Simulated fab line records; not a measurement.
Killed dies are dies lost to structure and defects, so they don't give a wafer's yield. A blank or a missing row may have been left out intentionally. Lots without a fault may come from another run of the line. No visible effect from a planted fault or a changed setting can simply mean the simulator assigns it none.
fab line records | flow n5_finfet
record lots=6 | wafers=17 | last_day=18
route steps=1938 shown BEOL_M15@1807 PASSIVATION@1936
lots with no fault: from the same line, run without faults
start_h: start of the lot's first displayed wafer, in hours after the record's first day | wait_h: how many hours have passed since the lot's step before this one | " the same as in the row above | L1.1+2: a single row standing in for several wafers | - no value, or no start was given | * or withheld: withheld | < > ~ a bound
route shown NAME@n: a module of which the file shows steps, and the number in the route of the first | usual: average and standard deviation across the fault-free wafers | same: alike in all rows | chamber/n: place in a boat | sites: per-site readings | _std_site: the standard deviation of these | _edge_site: mean of outer sites minus mean of inner sites | radius_mm: how far each site lies from the wafer's centre | mask NAME#n: copy n | behind: the last tool/chamber to shape the wafer | hold: the reason the lot was held/the length of the hold in hours/how it ended | device: whichever transistor did not switch (one of n, p or np) | end of line: the route-end tests of the same wafers | where a step has no rows: the recipe by itself | killed: not the wafer's yield, but the dies lost to structure and defects at the first sort | map: a wafer's dies, marking killed ones x, the rest . and places with no die _
set.NAME: setting as actually run; set.NAME@STEP: the setting as run at that earlier step | model.NAME: the simulator's own value behind a step, which no gauge read
a table for each step, a row for each wafer; lots at some steps of the route
services: when a tool's chamber went out of use (start_h, in hours from the record's first day, below 0 if earlier), for how many hours, and the reason
## steps
# step N5_BEOL_M15_DESCUM_33
# recipe chemistry=O2 | time_s=7.9 | source_power_w=50 | bias_power_w=20 | pressure_mtorr=20 | rf_frequency_hz=2.712e+07 | temp_c=40 | o2_flow_sccm=225
# usual drypump_motor_current_A=5.6/0.38 | oes_product_au=0.79/0.099 | rf_vpp_V=243.4/1 | showerhead_plenum_p_Torr=2.09/0.054 | throttle_valve_pct=20.42/0.29
lot.wafer | tool        | chamber | start_h | wait_h | drypump_motor_current_A | oes_product_au | rf_hours_counter_h | rf_vpp_V | showerhead_plenum_p_Torr | throttle_valve_pct
L547.3    | rie_diel-04 | 2       | 284.12  | 0.0    | 5.6                     | 0.79           | 110                | 244.0    | 2.17                     | 20.24
L547.5    | "           | 0       | "       | "      | 6.0                     | 0.69           | -                  | 243.5    | 2.15                     | 20.69
L547.6    | "           | 1       | "       | "      | 5.8                     | 0.68           | -                  | 243.5    | 2.09                     | 21.11
L544.1    | rie_diel-04 | 3       | 288.32  | 0.6    | 5.2                     | 0.68           | 230                | 243.4    | 2.16                     | 20.62
L544.2    | "           | 1       | "       | "      | 5.7                     | 0.67           | 238                | 242.7    | 2.09                     | 21.12
L544.5    | "           | 1       | "       | "      | 5.8                     | 0.68           | -                  | 241.8    | 2.09                     | 21.11
L553.2    | rie_diel-03 | 0       | 326.96  | 0.0    | 5.6                     | 0.85           | 50                 | 243.6    | 2.02                     | 20.01
L553.3    | "           | 3       | "       | "      | 6.0                     | 0.76           | 189                | 241.8    | 2.07                     | 20.58
L555.1    | rie_diel-02 | 0       | 328.96  | 0.0    | 5.5                     | 0.76           | 147                | 241.4    | 2.01                     | 20.45
L555.2    | "           | 2       | "       | "      | 5.4                     | 0.69           | 209                | 244.1    | 2.14                     | 20.19
L555.6    | "           | 0       | "       | "      | 5.5                     | 0.76           | -                  | 243.6    | 2.01                     | 20.44
L556.1    | rie_diel-02 | 3       | 348.72  | 0.0    | 5.1                     | 0.93           | 27                 | 242.4    | 2.03                     | 20.15
L556.3    | "           | 2       | "       | "      | 5.4                     | 0.69           | -                  | 244.5    | 2.14                     | 20.21
L556.6    | "           | 3       | "       | "      | 5.1                     | 0.93           | -                  | 244.5    | 2.03                     | 20.14
L564.2    | rie_diel-03 | 2       | 424.54  | 0.0    | 5.6                     | 0.78           | 147                | 245.9    | 2.07                     | 20.13
L564.4    | "           | 3       | "       | "      | 6.0                     | 0.73           | 216                | 244.4    | 2.07                     | 20.62
L564.6    | "           | 3       | "       | "      | 6.0                     | 0.73           | -                  | 244.2    | 2.07                     | 20.62
# step N5_BEOL_M15_ETCH_61
# recipe chemistry=N2/H2 | target=BARC | target_depth_a=890 | overetch_a=267 | time_s=67.9 | ion_energy_ev=200 | pressure_mtorr=30 | source_w=840 | bias_w=150 | n2_flow_sccm=200 | h2_flow_sccm=200
# step N5_BEOL_M15_TRENCH_ETCH_34
# recipe chemistry=C4F8/O2/Ar | target=SiO2 | target_depth_a=8729.3 | he_inner_torr=15 | he_outer_torr=30 | time_s=199 | ion_energy_ev=800 | pressure_mtorr=20 | source_w=1905 | bias_w=2040 | Ar_flow_sccm=400 | C4F8_flow_sccm=16 | O2_flow_sccm=12
# step N5_BEOL_M15_STRIP_36
# recipe chemistry=O2 | power_w=600 | temp_c=60 | pressure_mtorr=30 | rf_frequency_hz=6e+07 | bias_power_w=0 | overash_fraction=0.3 | o2_flow_sccm=225
# usual drypump_motor_current_A=5.5/0.38 | oes_product_au=0.82/0.09 | rf_vpp_V=3.5/0.86 | showerhead_plenum_p_Torr=2.08/0.05 | throttle_valve_pct=16.58/0.21
lot.wafer | tool        | chamber | start_h | wait_h | drypump_motor_current_A | oes_product_au | rf_hours_counter_h | rf_vpp_V | showerhead_plenum_p_Torr | throttle_valve_pct
L547.3    | rie_diel-03 | 2       | 284.65  | 0.2    | 5.6                     | 0.82           | 107                | 4.7      | 2.09                     | 16.41
L547.5    | "           | 1       | "       | "      | 4.9                     | 0.87           | -                  | 3.4      | 2.04                     | 16.68
L547.6    | "           | 2       | "       | "      | 5.6                     | 0.82           | -                  | 3.8      | 2.09                     | 16.38
L544.1    | rie_diel-04 | 3       | 288.70  | 0.1    | 5.2                     | 0.68           | 230                | 2.4      | 2.16                     | 16.87
L544.2    | "           | 1       | "       | "      | 5.8                     | 0.68           | 238                | 3.7      | 2.10                     | 17.27
L544.5    | "           | 2       | "       | "      | 5.6                     | 0.80           | -                  | 3.6      | 2.18                     | 16.48
L553.2    | rie_diel-02 | 2       | 327.91  | 0.7    | 5.4                     | 0.70           | 208                | 3.6      | 2.15                     | 16.48
L553.3    | "           | 0       | "       | "      | 5.5                     | 0.76           | 147                | 4.7      | 2.02                     | 16.63
L555.1    | rie_diel-02 | 0       | 329.58  | 0.3    | 5.6                     | 0.76           | 147                | 4.1      | 2.02                     | 16.61
L555.2    | "           | 2       | "       | "      | 5.4                     | 0.69           | 209                | 3.5      | 2.15                     | 16.52
L555.6    | "           | 2       | "       | "      | 5.4                     | 0.70           | -                  | 3.6      | 2.15                     | 16.52
L556.1    | rie_diel-02 | 3       | 350.28  | 1.2    | 5.1                     | 0.92           | 28                 | 4.3      | 2.04                     | 16.44
L556.3    | "           | 3       | "       | "      | 5.1                     | 0.92           | -                  | 3.7      | 2.04                     | 16.46
L556.6    | "           | 3       | "       | "      | 5.1                     | 0.92           | -                  | 3.0      | 2.03                     | 16.43
L564.2    | rie_diel-02 | 3       | 427.97  | 3.2    | 5.1                     | 0.87           | 55                 | 4.9      | 2.03                     | 16.48
L564.4    | "           | 2       | "       | "      | 5.4                     | 0.67           | 243                | 3.5      | 2.14                     | 16.56
L564.6    | "           | 2       | "       | "      | 5.4                     | 0.67           | -                  | 3.6      | 2.14                     | 16.55
# step N5_BEOL_M15_STRIP_62
# recipe chemistry=O2 | power_w=600 | temp_c=60 | pressure_mtorr=30 | rf_frequency_hz=6e+07 | bias_power_w=0 | overash_fraction=0.3 | o2_flow_sccm=225
# usual drypump_motor_current_A=5.5/0.39 | oes_product_au=0.82/0.09 | rf_vpp_V=3.6/0.48 | showerhead_plenum_p_Torr=2.08/0.049 | throttle_valve_pct=16.58/0.21
lot.wafer | tool        | chamber | start_h | wait_h | drypump_motor_current_A | oes_product_au | rf_hours_counter_h | rf_vpp_V | showerhead_plenum_p_Torr | throttle_valve_pct
L547.3    | rie_diel-03 | 2       | -       | -      | 5.6                     | 0.82           | 107                | 3.7      | 2.09                     | 16.40
L547.5    | "           | 1       | "       | "      | 4.9                     | 0.87           | -                  | 4.4      | 2.04                     | 16.66
L547.6    | "           | 2       | "       | "      | 5.6                     | 0.82           | -                  | 3.6      | 2.09                     | 16.41
L544.1    | rie_diel-04 | 3       | -       | -      | 5.2                     | 0.67           | 230                | 4.2      | 2.16                     | 16.87
L544.2    | "           | 1       | "       | "      | 5.7                     | 0.67           | 238                | 3.6      | 2.09                     | 17.26
L544.5    | "           | 2       | "       | "      | 5.6                     | 0.79           | -                  | 3.3      | 2.18                     | 16.49
L553.2    | rie_diel-02 | 2       | -       | -      | 5.4                     | 0.70           | 208                | 3.6      | 2.15                     | 16.50
L553.3    | "           | 0       | "       | "      | 5.5                     | 0.76           | 147                | 2.9      | 2.02                     | 16.64
L555.1    | rie_diel-02 | 0       | -       | -      | 5.5                     | 0.76           | 147                | 3.5      | 2.02                     | 16.61
L555.2    | "           | 2       | "       | "      | 5.4                     | 0.70           | 209                | 3.9      | 2.15                     | 16.50
L555.6    | "           | 2       | "       | "      | 5.4                     | 0.69           | -                  | 3.3      | 2.15                     | 16.51
L556.1    | rie_diel-02 | 3       | -       | -      | 5.0                     | 0.92           | 28                 | 3.3      | 2.03                     | 16.44
L556.3    | "           | 3       | "       | "      | 5.1                     | 0.92           | -                  | 3.8      | 2.03                     | 16.44
L556.6    | "           | 3       | "       | "      | 5.0                     | 0.93           | -                  | 4.0      | 2.04                     | 16.44
L564.2    | rie_diel-02 | 3       | -       | -      | 5.1                     | 0.89           | 55                 | 2.8      | 2.03                     | 16.49
L564.4    | "           | 2       | "       | "      | 5.4                     | 0.67           | 243                | 3.2      | 2.14                     | 16.57
L564.6    | "           | 2       | "       | "      | 5.4                     | 0.67           | -                  | 3.4      | 2.14                     | 16.56
# step N5_BEOL_M15_STRIP_37
# recipe chemistry=O2 | power_w=600 | temp_c=60 | pressure_mtorr=30 | rf_frequency_hz=6e+07 | bias_power_w=0 | overash_fraction=0.3 | o2_flow_sccm=225
# usual drypump_motor_current_A=5.5/0.39 | oes_product_au=0.82/0.09 | rf_vpp_V=3.7/0.62 | showerhead_plenum_p_Torr=2.08/0.049 | throttle_valve_pct=16.58/0.21
lot.wafer | tool        | chamber | start_h | wait_h | drypump_motor_current_A | oes_product_au | rf_hours_counter_h | rf_vpp_V | showerhead_plenum_p_Torr | throttle_valve_pct
L547.3    | rie_diel-03 | 2       | -       | -      | 5.6                     | 0.82           | 107                | 4.5      | 2.09                     | 16.40
L547.5    | "           | 1       | "       | "      | 4.9                     | 0.87           | -                  | 3.9      | 2.04                     | 16.66
L547.6    | "           | 2       | "       | "      | 5.7                     | 0.82           | -                  | 2.8      | 2.09                     | 16.43
L544.1    | rie_diel-04 | 3       | -       | -      | 5.2                     | 0.67           | 230                | 3.5      | 2.16                     | 16.87
L544.2    | "           | 1       | "       | "      | 5.8                     | 0.67           | 238                | 3.9      | 2.09                     | 17.28
L544.5    | "           | 2       | "       | "      | 5.6                     | 0.79           | -                  | 3.9      | 2.18                     | 16.50
L553.2    | rie_diel-02 | 2       | -       | -      | 5.4                     | 0.70           | 209                | 3.7      | 2.15                     | 16.51
L553.3    | "           | 0       | "       | "      | 5.5                     | 0.77           | 147                | 3.4      | 2.02                     | 16.63
L555.1    | rie_diel-02 | 0       | -       | -      | 5.5                     | 0.78           | 147                | 3.7      | 2.02                     | 16.62
L555.2    | "           | 2       | "       | "      | 5.4                     | 0.69           | 209                | 4.5      | 2.15                     | 16.50
L555.6    | "           | 2       | "       | "      | 5.4                     | 0.69           | -                  | 5.0      | 2.15                     | 16.50
L556.1    | rie_diel-02 | 3       | -       | -      | 5.1                     | 0.93           | 28                 | 2.4      | 2.03                     | 16.44
L556.3    | "           | 3       | "       | "      | 5.1                     | 0.92           | -                  | 2.8      | 2.03                     | 16.45
L556.6    | "           | 3       | "       | "      | 5.1                     | 0.93           | -                  | 4.4      | 2.03                     | 16.42
L564.2    | rie_diel-02 | 3       | -       | -      | 5.0                     | 0.89           | 55                 | 3.2      | 2.03                     | 16.48
L564.4    | "           | 2       | "       | "      | 5.4                     | 0.68           | 243                | 2.5      | 2.14                     | 16.56
L564.6    | "           | 2       | "       | "      | 5.4                     | 0.67           | -                  | 4.1      | 2.14                     | 16.57
# step N5_BEOL_M15_ETCH_38
# recipe chemistry=CF4/N2 | target=SiCN | target_depth_a=1064 | taper_deg=2 | time_s=120.5 | ion_energy_ev=150 | mask_material=SiO2 | pressure_mtorr=40 | source_w=430 | bias_w=70 | Ar_flow_sccm=100 | cf4_flow_sccm=60 | n2_flow_sccm=60
# step N5_BEOL_M15_PRECLEAN_39
# recipe chemistry=residue_remover | time_s=60 | temp_c=40
# step N5_BEOL_M15_SRD_40
# recipe time_s=30 | temp_c=23 | rinse_liquid=diw | dry=n2_spin | spin_rpm=1500 | dry_time_s=30
# step N5_BEOL_M15_DEGAS_41
# recipe ambient=vacuum | temp_c=300 | time_s=60
# usual heater_power_w=463/30
lot.wafer | tool           | chamber | start_h | wait_h | heater_power_w
L547.3    | pvd_sputter-01 | -       | 285.30  | 0.3    | 506
L547.5    | "              | -       | "       | "      | 382
L547.6    | "              | -       | "       | "      | 468
L544.1    | pvd_sputter-03 | -       | 291.10  | 2.1    | 475
L544.2    | "              | -       | "       | "      | 472
L544.5    | "              | -       | "       | "      | 399
L553.2    | pvd_sputter-03 | -       | 329.41  | 1.2    | 490
L553.3    | "              | -       | "       | "      | 403
L555.1    | pvd_sputter-02 | -       | 330.10  | 0.2    | 447
L555.2    | "              | -       | "       | "      | 478
L555.6    | "              | -       | "       | "      | 452
L556.1    | pvd_sputter-03 | -       | 350.90  | 0.2    | 484
L556.3    | "              | -       | "       | "      | 481
L556.6    | "              | -       | "       | "      | 502
L564.2    | pvd_sputter-02 | -       | 428.47  | 0.2    | 486
L564.4    | "              | -       | "       | "      | 451
L564.6    | "              | -       | "       | "      | 478
# step N5_BEOL_M15_PRE_CLEAN_42
# recipe gas=H2/He | time_s=30 | temp_c=300
# step N5_BEOL_M15_SPUTTER_43
# recipe material=TaN | target_thk_a=150 | temp_c=50 | bias_v=168.6 | power_w=15000 | chamber_pressure_pa=0.12 | time_s=24.19
# usual chamber_pressure_pa=0.12002/0.00024 | throttle_valve_pct=29.8/0.89
lot.wafer | tool           | chamber | start_h | wait_h | chamber_pressure_pa | throttle_valve_pct | model.TaN_of_BEOL_M15_SPUTTER_43.thk_nm
L547.3    | pvd_sputter-01 | -       | 285.38  | 0.0    | 0.11992             | 30.1               | 15.4
L547.5    | "              | -       | "       | "      | 0.1201              | 30.7               | 15.4
L547.6    | "              | -       | "       | "      | 0.12003             | 30.7               | 15.4
L544.1    | pvd_sputter-03 | -       | 291.18  | 0.0    | 0.11978             | 29.2               | 14.4
L544.2    | "              | -       | "       | "      | 0.12015             | 29.4               | 14.8
L544.5    | "              | -       | "       | "      | 0.11986             | 31.0               | 15
L553.2    | pvd_sputter-03 | -       | 329.49  | 0.0    | 0.11976             | 28.8               | 15.6
L553.3    | "              | -       | "       | "      | 0.11953             | 31.2               | 15.8
L555.1    | pvd_sputter-02 | -       | 330.19  | 0.0    | 0.11998             | 30.1               | 14.8
L555.2    | "              | -       | "       | "      | 0.11974             | 29.8               | 14.8
L555.6    | "              | -       | "       | "      | 0.11975             | 29.9               | 14.8
L556.1    | pvd_sputter-03 | -       | 350.98  | 0.0    | 0.11975             | 28.6               | 15
L556.3    | "              | -       | "       | "      | 0.11984             | 29.4               | 15.6
L556.6    | "              | -       | "       | "      | 0.12025             | 29.4               | 15.2
L564.2    | pvd_sputter-02 | -       | 428.55  | 0.0    | 0.11999             | 30.1               | 15
L564.4    | "              | -       | "       | "      | 0.12032             | 28.1               | 15.2
L564.6    | "              | -       | "       | "      | 0.12019             | 31.0               | 14.8
# step N5_BEOL_M15_SPUTTER_44
# recipe material=Ta | target_thk_a=150 | temp_c=50 | bias_v=80 | power_w=15000 | chamber_pressure_pa=0.07 | time_s=24.19
# step N5_PASSIVATION_PROBE_49
# usual defect_limited_yield=91.0/1.4 | killed_at_M0_to_M3=36/9.6 | killed_at_M4_up=14/6.1 | killed_at_contacts=13/6.6 | killed_at_front_end=40/11 | killed_at_other=3.2/2.9 | killed_dies=106/17 | killed_open=71/12 | killed_short=33/7.3 | sort_bin_5_function=5.3/1 | sort_bin_6_memory=3.4/0.68 | sort_n_pass=1073/19 | sort_yield_pct=91.0/1.6
# same gross_dies=1180 | killed_at_back_side=0 | sort_bin_4_leakage[%]=0 | sort_bin_8_speed[%]=0
lot.wafer | tool      | chamber | start_h | wait_h | defect_limited_yield[%] | killed_at_M0_to_M3 | killed_at_M4_up | killed_at_contacts | killed_at_front_end | killed_at_other | killed_dies | killed_open | killed_short | sort_bin_5_function[%] | sort_bin_6_memory[%] | sort_n_pass | sort_yield_pct[%]
L544.1    | prober-01 | -       | 305.79  | 0.0    | 91.1                    | 23                 | 9               | 12                 | 57                  | 4               | 105         | 70          | 34           | 5.3                    | 3.3                  | 1075        | 91.1
L544.2    | prober-01 | -       | 305.84  | 0.1    | 88.1                    | 31                 | 19              | 9                  | 81                  | 0               | 140         | 86          | 53           | 7.5                    | 3.9                  | 1040        | 88.1
L544.5    | prober-01 | -       | 305.99  | 0.2    | 90.8                    | 29                 | 14              | 15                 | 47                  | 4               | 109         | 76          | 31           | 4.9                    | 4.1                  | 1071        | 90.8
L564.2    | prober-02 | -       | 443.25  | 0.1    | 90.4                    | 38                 | 24              | 8                  | 41                  | 2               | 113         | 66          | 40           | 5.3                    | 3.5                  | 1067        | 90.4
L564.4    | prober-02 | -       | 443.35  | 0.2    | 89.9                    | 49                 | 19              | 4                  | 44                  | 3               | 119         | 74          | 44           | 6.8                    | 3.1                  | 1061        | 89.9
L564.6    | prober-02 | -       | 443.45  | 0.3    | 88.5                    | 44                 | 25              | 5                  | 57                  | 5               | 136         | 100         | 35           | 7.5                    | 3.8                  | 1044        | 88.5
# killed by level:class
L544.1 STI_FIN_REVEAL:geometric_particle:open=23 MOL_CONTACT_COAG:geometric_particle:open=11 BEOL_M2:geometric_particle:open=8 FIN_SAQP:geometric_particle:open=6 FIN_SAQP:geometric_particle:short=5 STI_FIN_REVEAL:geometric_particle:short=5 GATE_CUT:geometric_particle:short=4 STARTING-WAFER:geometric_particle:open=4
L544.2 FIN_SAQP:geometric_particle:open=22 STI_FIN_REVEAL:geometric_particle:open=21 FIN_SAQP:geometric_particle:short=20 BEOL_M4:geometric_particle:open=13 MOL_CONTACT_COAG:geometric_particle:open=9 STI_FIN_REVEAL:geometric_particle:short=7 BEOL_M0_SAQP:geometric_particle:short=6 GATE_CUT:geometric_particle:short=5
L544.5 STI_FIN_REVEAL:geometric_particle:open=15 MOL_CONTACT_COAG:geometric_particle:open=13 BEOL_M2:geometric_particle:open=9 FIN_SAQP:geometric_particle:short=8 FIN_SAQP:geometric_particle:open=8 BEOL_M3:geometric_particle:open=5 BEOL_M5:geometric_particle:open=5 BEOL_M0_SAQP:geometric_particle:short=4
L564.2 BEOL_M4:geometric_particle:open=12 BEOL_M2:geometric_particle:open=11 GATE_CUT:geometric_particle:short=11 BEOL_M2:geometric_particle:short=8 FIN_SAQP:geometric_particle:open=7 MOL_CONTACT_COAG:geometric_particle:open=6 BEOL_M0_SAQP:geometric_particle:short=5 BEOL_M0_SAQP:geometric_particle:open=5
L564.4 GATE_CUT:geometric_particle:short=13 FIN_SAQP:geometric_particle:open=12 BEOL_M1:geometric_particle:open=10 BEOL_M0_SAQP:geometric_particle:short=9 BEOL_M3:geometric_particle:open=9 GATE_CUT:geometric_particle:open=7 BEOL_M4:geometric_particle:open=7 BEOL_M0_SAQP:geometric_particle:open=6
L564.6 BEOL_M4:geometric_particle:open=14 FIN_SAQP:geometric_particle:open=11 GATE_CUT:geometric_particle:open=10 BEOL_M3:geometric_particle:open=10 STI_FIN_REVEAL:geometric_particle:open=9 BEOL_M1:geometric_particle:open=9 BEOL_M2:geometric_particle:open=7 GATE_CUT:geometric_particle:short=6
## services
tool           | chamber | start_h | hours | kind
pvd_sputter-01 | -       | 302.54  | 1.3   | repair
rie_diel-04    | 0       | 303.96  | -     | clean
rie_diel-04    | 0       | 303.96  | -     | consumable_replace:focus_ring
rie_diel-04    | 0       | 303.96  | 25.1  | scheduled_down
rie_diel-04    | 0       | 303.96  | 25.1  | vent_cycle
rie_diel-02    | 1       | 325.70  | 5.8   | repair
rie_diel-04    | 1       | 329.40  | -     | clean
rie_diel-04    | 1       | 329.40  | -     | consumable_replace:focus_ring
rie_diel-04    | 1       | 329.40  | 24.2  | scheduled_down
pvd_sputter-01 | -       | 331.05  | 9.3   | repair
rie_diel-02    | -       | 336.72  | 1.5   | repair
rie_diel-02    | 0       | 338.68  | 16.4  | repair
rie_diel-02    | 1       | 345.34  | 5.4   | repair
rie_diel-03    | 1       | 345.36  | 16.0  | repair
rie_diel-02    | 1       | 363.68  | -     | clean
rie_diel-02    | 1       | 363.68  | -     | consumable_replace:focus_ring
rie_diel-02    | 1       | 363.68  | 18.1  | scheduled_down
rie_diel-02    | 1       | 363.68  | 18.1  | vent_cycle
rie_diel-03    | 0       | 377.86  | 4.7   | repair
pvd_sputter-03 | -       | 386.79  | 2.2   | repair
pvd_sputter-02 | -       | 391.45  | 3.8   | repair
rie_diel-02    | -       | 411.01  | 2.8   | pm
pvd_sputter-01 | -       | 412.00  | 0.5   | repair
rie_diel-03    | -       | 417.58  | 2.8   | pm
## key
first_sign none at tools or gauges
model_effect step=N5_BEOL_M15_SPUTTER_43 | value=TaN_of_BEOL_M15_SPUTTER_43.thk_nm | without=14.73 | struck=15.67
met_at N5_BEOL_M15_SPUTTER_43
struck_wafers L553.2,L553.3,L556.3
onset_between 291.18 329.49
fault kind=process_parameter_drift | tool=pvd_sputter-03 | chamber=- | onset_h=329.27 | steps=N5_BEOL_M15_SPUTTER_43 | channel=time_s | offset=* | shape=step | end_h=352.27 | scope=struck_wafers_only | acts_in=* | stated=*
